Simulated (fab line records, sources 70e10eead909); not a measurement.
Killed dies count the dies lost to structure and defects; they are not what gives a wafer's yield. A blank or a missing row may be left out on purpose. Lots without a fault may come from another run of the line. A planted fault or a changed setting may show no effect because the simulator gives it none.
Struck lot and sound lot, side by side || flow nand_harc || 23 steps out of a route of 1302
Sound: wafers L575.3, L575.5, L575.6. Wafers L571.2, L571.5, L571.6 were the ones struck. The cause is given at the end.
For every step that has rows: the tool of each side, followed by ch and its chambers, followed by its first start. Under that, the readings that differ: sound wafers || struck wafers || difference of the means || sigmas: that difference in standard deviations of wafers without a fault.
alike: a reading whose means differ by less than 2 such deviations, as well as words and numbers matching on both sides. not compared: withheld readings; readings where some wafer has no value; bounds like >300 that might hide an equal value; numbers whose values overlap and for which the record gives no deviation.
Wherever a step has rows on one side only, a row that says differs or no value, or a row with sigmas, the two part there. When numbers do not overlap yet have no deviation, they are printed without sigmas and do not part them. A reading that every wafer of one side lacks parts them only if that side has two wafers or more.

NHARC_P_CONTACT_CVD_23: deposits W, target thk 200 nm, time 557 s.
  sound on cvd_w-01 ch 0,1; struck on cvd_w-01 ch 0,1
  alike: heater_power_outer_w, heater_power_w, throttle_valve_pct
NHARC_P_CONTACT_CMP_24: polishes, t overpolish 30 s, target thk 200 nm.
  sound on cmp-03 ch 0,3, day 14 13:56; struck on cmp-03 ch 1,2, day 12 22:24
{"reading": "motor_current_A (A)", "sound": "16.0 15.2 12.9", "struck": "9.9 9.7 12.5", "difference": -4.0, "sigmas": -2}
  alike: overpolish_run_s, time_to_endpoint_s
then, 1 step without rows for these wafers: NHARC_P_CONTACT_SRD_26.
NHARC_P_CONTACT_INSPECT_27:
  struck on defect_inspect-02, day 12 22:46; sound on defect_inspect-01, day 14 14:19
  alike: raw_defect_count
then, 7 steps without rows for these wafers: NHARC_P_M0_DEP_00 (deposits SiOC, target thk 150 nm); NHARC_P_M0_DEHYDRATE_01 (time 120 s); NHARC_P_M0_HMDS_02 (time 30 s); NHARC_P_M0_COAT_33 (time 65 s); NHARC_P_M0_COAT_03 (resist thk 90 nm); NHARC_P_M0_SOFTBAKE_04 (time 55 s); NHARC_P_M0_EBR_05.
NHARC_P_M0_EXPOSE_06: exposes mask P M0, target cd 90 nm.
  sound on arfi_scanner-02 ch 0, day 14 14:58; struck on arfi_scanner-03 ch 0, day 12 23:32
{"reading": "exposure_dose_mJ_cm2", "sound": "81.12 81.06 81.17", "struck": "77.97 78.00 77.91", "difference": -3.16, "sigmas": -37}
  alike: mask
then, 2 steps without rows for these wafers: NHARC_P_M0_PEB_07 (peb time 65 s); NHARC_P_M0_DEVELOP_08 (develop time 35 s).
NHARC_P_M0_CD_MEAS_09: the cd target is 90 nm.
  sound on cd_sem-03 ch 0, day 14 15:06; struck on cd_sem-03 ch 0
{"reading": "cd_nm (nm)", "sound": "90.5 90.0 91.5", "struck": "89.4 87.2 87.4", "difference": -2.7, "sigmas": -4}
  not compared: hold
NHARC_P_M0_OVL_MEAS_10: pitch 180 nm.
  struck on overlay-01, day 12 23:57; sound on overlay-01, day 14 15:11
  alike: overlay_x_nm, overlay_y_nm
  not compared: hold
NHARC_P_M0_INSPECT_11:
  struck on defect_inspect-01, day 12 23:59; sound on defect_inspect-01, day 14 15:13
  alike: raw_defect_count
NHARC_P_M0_DESCUM_14: chemistry O2, time 3 s.
  sound on rie_diel-11 ch 0,1,3, day 14 15:19; struck on rie_diel-09 ch 0,2,3, day 13 00:19
{"reading": "model.P_M0.cd_nm (nm)", "sound": "90 90.09 91.54", "struck": "89.23 87.29 86.43", "difference": -2.89, "sigmas": ""}
  alike: drypump_motor_current_A, oes_product_au, rf_vpp_V, showerhead_plenum_p_Torr, throttle_valve_pct
  not compared: rf_hours_counter_h
NHARC_P_M0_ETCH_34: etches the open film in N2/H2, target depth 40 nm, overetch 12 nm, time 43.94 s.
  sound on rie_diel-11 ch 0,1,3, day 14 15:23; struck on rie_diel-09 ch 0,2,3, day 13 00:24
  alike: drypump_motor_current_A, oes_product_au, rf_vpp_V, showerhead_plenum_p_Torr, throttle_valve_pct
  not compared: rf_hours_counter_h
NHARC_P_M0_ETCH_15: etches the open film in C4F8/Ar, target depth 150 nm, overetch 15 nm, time 82.5 s.
  sound on rie_diel-11 ch 0,2,3; struck on rie_diel-09 ch 0,3
{"reading": "model.P_M0.cd_nm (nm)", "sound": "89.52 89.94 91.24", "struck": "89.19 86.36 85.89", "difference": -3.09, "sigmas": ""}
  alike: oes_product_au, rf_vpp_V
  not compared: rf_hours_counter_h
NHARC_P_M0_CD_MEAS_16:
  struck on cd_sem-03, day 13 00:35; sound on cd_sem-03, day 14 15:35
{"reading": "cd_nm (nm)", "sound": "89.4 90.3 91.3", "struck": "89.8 86.4 85.8", "difference": -3.0, "sigmas": -3}
  not compared: hold
NHARC_P_M0_STRIP_18: strips in N2/H2.
  sound on rie_diel-11 ch 0,1,3, day 14 15:43; struck on rie_diel-09 ch 2,3, day 13 00:40
  alike: drypump_motor_current_A, oes_product_au, rf_vpp_V, showerhead_plenum_p_Torr, throttle_valve_pct
  not compared: hold, rf_hours_counter_h
-- jump in the record: it breaks off in module P_M0 and resumes in module END (first step shown: number 1302 of the route), and 18 days separate the struck wafers' starts before and after --
NHARC_END_SORT_01:
  here the record holds rows for the struck wafers (prober-01 ch 0, day 31 00:51) but none for the sound ones

== WHERE THEY PART ==
Last at NHARC_END_SORT_01 as far as this record goes, first at NHARC_P_CONTACT_CMP_24.

WHY: what the simulator had put in
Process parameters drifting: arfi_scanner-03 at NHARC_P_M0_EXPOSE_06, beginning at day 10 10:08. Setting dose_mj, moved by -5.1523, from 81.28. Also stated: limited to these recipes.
